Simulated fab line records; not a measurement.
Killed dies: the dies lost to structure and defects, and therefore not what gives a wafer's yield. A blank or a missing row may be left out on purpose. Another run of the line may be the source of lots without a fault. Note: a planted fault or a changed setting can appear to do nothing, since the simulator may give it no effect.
2 desks looking at one fault + flow n5_finfet + numbers are kept per desk, each desk with only its own; the story behind them comes last

AT THE METROLOGY DESK
Lot by lot, what the gauges showed, no matter which tool ran the lot: averages of those sampled wafers that carry a number. The brackets show how far a lot's mean lies from the usual mean; more than 4 standard deviations puts the lot out of limits, marked OUT. Shown are 7 of the 15 readings it has, namely the first that went out of limits plus those furthest out on some lot.
Columns: A = IOFF_P_85C at N5_BEOL_M4_RC_MEAS_101, usual 3.6 nA/um; B = IOFF_P_LIN at N5_BEOL_M4_RC_MEAS_101, usual 0.100 nA/um; C = IOFF_P_LONG at N5_BEOL_M4_RC_MEAS_101, usual 0.000105 nA/um; D = ION_P at N5_BEOL_M4_RC_MEAS_101, usual 465 uA/um; E = VT_P at N5_BEOL_M4_RC_MEAS_101, usual -250 mV; F = VT_P_LONG at N5_BEOL_M4_RC_MEAS_101, usual -275 mV; G = VT_P_LVT at N5_BEOL_M4_RC_MEAS_101, usual -98.5 mV
| lot  | first seen here | A   | B                | C                   | D              | E               | F               | G                 |
|------|-----------------|-----|------------------|---------------------|----------------|-----------------|-----------------|-------------------|
| L332 | day 9 22:18     | 4.3 | 0.116            | 0.000119            | 474            | -246            | -271            | -95.0             |
| L337 | day 10 17:14    | 1.9 | 0.043 (-4.3) OUT | 0.000061 (-5.4) OUT | 428 (-5.4) OUT | -273 (-7.4) OUT | -298 (-7.0) OUT | -122.6 (-8.6) OUT |
| L339 | day 11 12:01    | 3.0 | 0.084            | 0.000096            | 455            | -256            | -280            | -106.5            |
| L341 | day 11 21:03    | 2.5 | 0.069            | 0.000091            | 440            | -264 (-4.4) OUT | -284            | -109.4            |
| L348 | day 13 18:16    | 3.8 | 0.108            | 0.000112            | 469            | -248            | -274            | -94.5             |
Per this desk, out of limits: L337, L341; the first was L337, day 10 17:14 (IOFF_P_LIN at N5_BEOL_M4_RC_MEAS_101). In limits: L332, L339, L348.

TOOL OWNER'S DESK, ald_metal-01
The tool's own readings at N5_HKMG_FIN_ALD_36 (deposits TiN, target thk 1 nm, pulse time 1 s, purge time 3 s): means of the sampled wafers that have a number, for each lot that ran on this tool. The brackets show how far a lot's mean lies from the usual mean; more than 4 standard deviations puts the lot out of limits, marked OUT.
Columns: A = heater_power_w at N5_HKMG_FIN_ALD_36, usual 821 W; B = precursor_pulse_height_rel at N5_HKMG_FIN_ALD_36, usual 0.999
| lot  | first seen here | A   | B     |
|------|-----------------|-----|-------|
| L332 | day 5 15:16     | 703 | 0.978 |
| L337 | day 6 20:06     | 924 | 0.990 |
| L339 | day 7 11:52     | 927 | 0.977 |
| L341 | day 7 19:48     | 890 | 1.007 |
Finding of this desk: none of the 4 lots has anything out of limits.

TAKEN TOGETHER
On L337, L341, the metrology desk was in a position to raise an alarm at day 10 17:14.
The desk of the tool owner found nothing out of limits.
Tool owner's desk: L337, L341 on record, inside its limits.
The lots listed all ran N5_HKMG_FIN_ALD_36 on ald_metal-01.

WHAT THE SIMULATOR HAD PUT IN
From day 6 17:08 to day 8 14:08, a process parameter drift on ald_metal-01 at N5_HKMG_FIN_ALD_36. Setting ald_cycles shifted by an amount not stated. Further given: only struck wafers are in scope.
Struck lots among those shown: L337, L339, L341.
Delay in hours, fault start to first out-of-limits reading, per desk: metrology desk 96.
